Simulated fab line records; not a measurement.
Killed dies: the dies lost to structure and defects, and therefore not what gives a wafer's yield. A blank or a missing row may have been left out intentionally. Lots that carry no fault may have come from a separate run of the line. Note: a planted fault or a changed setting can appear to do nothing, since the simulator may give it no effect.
Problem report in the 8D (eight disciplines) form, filled by code	flow nand-harc	the parts of the form that need people (team, actions taken, sign-off) are left out

== 1. THE ISSUE ==
At NHARC_END_SORT_01, killed-at-other averages 608.3 over 3 wafers from 2 lots, while fault-free wafers read 1.0, standard deviation 1.2. So: +99 or more standard deviations from the usual mean.
First observed at day 31 11:24: wafer L505.4, on prober-01. The record has a number at this step for 9 wafers belonging to 3 lots. By rule, "out" or "out of limits" means more than 4 standard deviations away from the usual mean. Any other wafer with a number is counted as sound.

== 2. WHAT IT IS, WHAT IT ISN'T ==
question	is	is not
which readings at this step	killed-at-other, defect-limited-yield, killed-dies, sort_bin_2_pct, sort-n-pass, sort-rim-yield-pct, sort-yield-pct	killed-at-array, killed-at-periphery, killed-open, killed-short, sort_bin_3_pct, sort_bin_4_pct
which lots	L505, L509	L497
which wafers of those lots	L505.4, L505.5, L509.3	L505.3, L509.1, L509.5
read on which gauges	prober-01, prober-02	-
when	from day 31 11:24	up to then (4 sound wafers); but 2 sound wafers of L509 came after

== 3. SUSPECTS, AND WHAT RULES EACH OUT ==
Counting: any tool at a process step up to the reading remains a suspect provided it ran every lot that is out. Sound lots after the first of them don't rule it out here, since some wafers of a struck lot are sound.
- the gauge at NHARC_END_SORT_01 is ruled out. Those wafers that are out were read across 2 gauges (prober-01, prober-02).
- rie-diel-09 at NHARC_THIN_TSV_ETCHBACK_48 (etches the open film in C4F8/Ar, target depth 1028.5 nm, time 405.17 s): kept. It processed each lot that is out (first: L505, day 30 17:52); up to then, its last sound lot is L497 (day 25 16:43). Its own readings are out on those wafers: run-length-s.
- rie-diel-09, NHARC_THIN_TSV_ETCHBACK_48: wafers that are out in chamber 0, sound lot-mates in chambers 2, 3.
Remaining after the count: rie-diel-09 at NHARC_THIN_TSV_ETCHBACK_48.

== 4. THE CAUSE (what the simulator had put in) ==
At NHARC_THIN_TSV_ETCHBACK_48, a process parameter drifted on rie-diel-09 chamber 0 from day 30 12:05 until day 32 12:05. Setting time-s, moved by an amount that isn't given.
After counting, this tool was the only one left.

== 5. SEQUENCE OF EFFECTS, ordered by route ==
Rows list readings where the struck wafers' mean (over those with a number) sits beyond 3 standard deviations from the usual. Scope: only readings with a usual standard deviation given in the record; hours: median across lots of the time from each lot's start at the first step in this table that gives one to its start at this step; sigmas: change in usual standard deviations.
hours	step	reading	usual	on struck wafers	change	sigmas
0	NHARC_THIN_TSV_ETCHBACK_48	run-length-s	426.7 s	171.7	-255.0	-99 or more
16	NHARC_END_SORT_01	defect-limited-yield	91 %	0	-91	-30
16	NHARC_END_SORT_01	killed-at-other	1.0	608.3	+607.3	+99 or more
16	NHARC_END_SORT_01	killed-dies	58	677	+619	+31
16	NHARC_END_SORT_01	sort_bin_2_pct	3.1 %	93.4	+90.3	+64
16	NHARC_END_SORT_01	sort-n-pass	619	0	-619	-31
16	NHARC_END_SORT_01	sort-rim-yield-pct	91 %	0	-91	-21
16	NHARC_END_SORT_01	sort-yield-pct	91 %	0	-91	-30
Here are the process steps it includes:
- NHARC_THIN_TSV_ETCHBACK_48: etches the open film in C4F8/Ar, target depth 1028.5 nm, time 405.17 s.
Readings that are blank on the struck wafers while sound wafers have them: rf-fwd-power-W at NHARC_THIN_TSV_ETCHBACK_48.

== 6. HOW IT WOULD HAVE BEEN CAUGHT EARLIER ==
The first out-of-limits reading at a measuring or inspecting step in this record came at day 31 11:24, 23 hours after the fault's start at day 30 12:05.
Tool's own readings at NHARC_THIN_TSV_ETCHBACK_48, run-length-s: out on all struck wafers the step has rows for; an alarm limit on them would have tripped on the first.
By day 31 11:24 the whole set of lots that are out, 2 in number, had already begun NHARC_THIN_TSV_ETCHBACK_48 on rie-diel-09. None of them would have been spared by holding the tool at that moment.
